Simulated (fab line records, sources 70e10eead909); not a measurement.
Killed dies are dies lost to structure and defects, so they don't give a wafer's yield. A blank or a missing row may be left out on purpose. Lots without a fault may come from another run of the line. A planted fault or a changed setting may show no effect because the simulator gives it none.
Chamber matching | flow nand_harc | NHARC_A_DECK1_JOINT_CMP_02 on cmp-03: 4 sister chambers
The step polishes SiOx. 4 wafers are shown with their chamber, then 9 later ones without.

WAFERS WITH THEIR CHAMBER
wafer  | chamber | motor_current_A (A)
L080.3 | 3       | 12.6
L080.5 | 2       | 10.9
L088.5 | 0       | 11.4
L088.6 | 1       | 12.7

WAFERS WITHOUT THEIR CHAMBER
wafer  | motor_current_A (A)
L091.1 | 13.0
L091.2 | 12.2
L091.3 | 10.9
L093.1 | 11.0
L093.3 | 13.2
L093.4 | 11.5
L096.2 | 11.6
L096.3 | 11.2
L096.6 | 12.3

WHICH CHAMBER EACH WENT THROUGH
wafer  | from the rows above          | in truth
L091.1 | can't be placed: 1 or 3      | 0
L091.2 | can't be placed: 3 or 1 or 0 | 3
L091.3 | can't be placed: 2 or 0      | 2
L093.1 | can't be placed: 2 or 0      | 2
L093.3 | can't be placed: 1 or 3      | 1
L093.4 | can't be placed: 0 or 2      | 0
L096.2 | can't be placed: 0 or 2      | 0
L096.3 | can't be placed: 0 or 2      | 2
L096.6 | can't be placed: 3 or 1      | 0
Placed correctly: 0 of 9. Can't be placed from these rows: 9 (the true chamber is among the candidates in 7). Placed wrongly: 0.
How it was worked out, from the rows above alone: a wafer's distance from a chamber is the root of the sum, over the readings, of the square of ((its reading less the chamber's mean) divided by the reading's scatter). The wafer belongs to the nearest chamber; if the next one is less than 2 further off, it can't be placed. A chamber's mean is the mean of its shown wafers. The scatter: with one shown wafer a chamber, the root of the mean of the squares of how far each hidden wafer lies from its nearest shown one.
